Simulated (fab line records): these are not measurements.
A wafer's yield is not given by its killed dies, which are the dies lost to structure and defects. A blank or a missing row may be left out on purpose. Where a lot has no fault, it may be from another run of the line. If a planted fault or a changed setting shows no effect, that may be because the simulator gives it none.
One fault seen from 2 desks + flow n5-finfet + each desk has only its own numbers; what lay behind them comes last
Where a reading is given only as a bound, like >300, the bound stands for it, and a mean or a difference that rests on one is marked > or <: the true number lies beyond.

## AT THE TOOL OWNER'S DESK: wet-bench-01
The tool's own readings at N5_MIM_BOT_ETCH_STRIP_02 (strips in post etch residue remover, time 1200 s): means of the sampled wafers that have a number, for each lot that ran on this tool. Marked OUT: a lot whose mean sits more than 4 standard deviations from the usual mean, which makes it out of limits; the brackets give that distance.
Columns: A = bath-guard-temp-C at N5_MIM_BOT_ETCH_STRIP_02, usual 72.5 C
| lot  | first seen here | A    |
|------|-----------------|------|
| L334 | day 14 15:07    | 71.8 |
| L341 | day 15 23:31    | 72.5 |
| L345 | day 16 23:14    | 72.8 |
This desk's finding: nothing out of limits on any of the 3 lots.

## THE DEFECT DESK
Per lot, the means of the sampled wafers with a number show what the inspections along the route counted. Marked OUT: a lot whose mean sits more than 4 standard deviations from the usual mean, which makes it out of limits; the brackets give that distance.
Columns: A = raw-defect-count at N5_PASSIVATION_INSPECT_61, usual 2.1
| lot  | first seen here | A                      |
|------|-----------------|------------------------|
| L334 | day 14 17:42    | 1.3                    |
| L341 | day 16 06:52    | >300 (+99 or more) OUT |
| L345 | day 17 02:13    | >300 (+99 or more) OUT |
| L348 | day 17 13:32    | 2.7                    |
This desk's verdict: out of limits on L341, L345, starting with L341 at day 16 06:52 (raw-defect-count at N5_PASSIVATION_INSPECT_61). In limits: L334, L348.

## BROUGHT TOGETHER
The defect desk could have raised an alarm at day 16 06:52, on L341, L345.
The desk of the tool owner found nothing out of limits.
Tool owner's desk: L341, L345 on record, inside its limits.
Every lot named ran N5_MIM_BOT_ETCH_STRIP_02 on wet-bench-01.

## WHAT WAS PUT IN BY THE SIMULATOR
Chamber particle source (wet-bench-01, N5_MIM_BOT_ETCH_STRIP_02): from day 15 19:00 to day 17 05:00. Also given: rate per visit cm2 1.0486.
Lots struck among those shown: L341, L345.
Hours from the fault's start to each desk's first reading out of limits: the defect desk, 12.
